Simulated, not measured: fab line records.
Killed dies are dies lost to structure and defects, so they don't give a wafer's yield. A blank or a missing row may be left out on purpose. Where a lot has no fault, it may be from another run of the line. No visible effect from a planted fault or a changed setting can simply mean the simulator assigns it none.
Chamber matching    flow n5_finfet    N5_GATE_CUT_CMP_02 on cmp-04 has 4 sister chambers
The step polishes, stops on SiO2, t overpolish 12.7 s, target thk 0 nm. 18 wafers are shown with their chamber, then 9 later ones without.

## WAFERS WITH THEIR CHAMBER
wafer   chamber  motor_current_A (A)  time_to_endpoint_s (s)  edge_zone_pressure_frac
L077.2  3        11.8                 23.1                    0.996
L077.3  1        9.2                  30.2                    1.000
L077.6  0        10.6                 29.2                    0.992
L084.2  2        9.4                  28.5                    0.994
L084.4  0        10.6                 27.8                    0.996
L084.5  3        11.2                 24.8                    0.997
L085.1  3        11.7                 27.2                    0.999
L085.3  2        9.6                  30.9                    1.004
L085.6  2        9.8                  33.2                    1.007
L086.2  0        10.7                 28.7                    0.992
L086.4  3        10.8                 24.4                    0.993
L086.6  3        11.3                 27.4                    0.996
L087.1  2        9.4                  29.0                    0.987
L087.3  1        9.1                  27.6                    1.009
L087.6  0        10.9                 30.8                    0.997
L088.1  1        9.4                  29.1                    1.006
L088.5  3        11.5                 28.1                    1.012
L088.6  0        11.0                 31.3                    0.987

SIGNATURES (averages over the wafers above)
reading                  chamber 0  chamber 1  chamber 2  chamber 3  scatter within a chamber
motor_current_A          10.760     9.233      9.550      11.383     0.261
time_to_endpoint_s       29.560     28.967     30.400     25.833     1.81
edge_zone_pressure_frac  0.99280    1.00500    0.99800    0.99883    0.00647
Rule: a wafer's distance from a chamber is the root of the sum, over the readings, of the square of ((its reading less the chamber's mean) divided by the reading's scatter). If the next closest chamber is less than 2 further off than the closest, the wafer can't be placed; otherwise it belongs to the closest. The scatter: the root of (the sum of the squares of (reading less its chamber's mean) over the shown wafers, divided by (wafers less chambers)).

## WAFERS WHOSE CHAMBER IS MISSING
wafer   motor_current_A (A)  time_to_endpoint_s (s)  edge_zone_pressure_frac
L090.2  9.6                  30.2                    0.995
L090.5  9.0                  29.7                    1.008
L090.6  10.7                 31.3                    0.997
L093.3  10.3                 26.6                    1.000
L093.4  9.2                  26.0                    1.002
L093.5  8.9                  29.4                    1.004
L094.2  9.2                  28.8                    1.000
L094.3  10.7                 29.2                    0.999
L094.5  9.4                  29.5                    1.002

## WHICH CHAMBER EACH ONE RAN IN
wafer    from the rows above                 in truth
L090.2   can't be placed: 2 or 1             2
L090.5   can't be placed: 1 or 2             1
L090.6   0                                   0
L093.3   can't be placed: 0 or 2 or 3 or 1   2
L093.4   can't be placed: 1 or 2             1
L093.5   can't be placed: 1 or 2             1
L094.2   can't be placed: 1 or 2             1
L094.3   0                                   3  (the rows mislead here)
L094.5   can't be placed: 1 or 2             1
Correct placement for 1 of the 9. Not placeable from these rows: 7 (in 7, the candidates include the true chamber). Wrongly placed: 1.
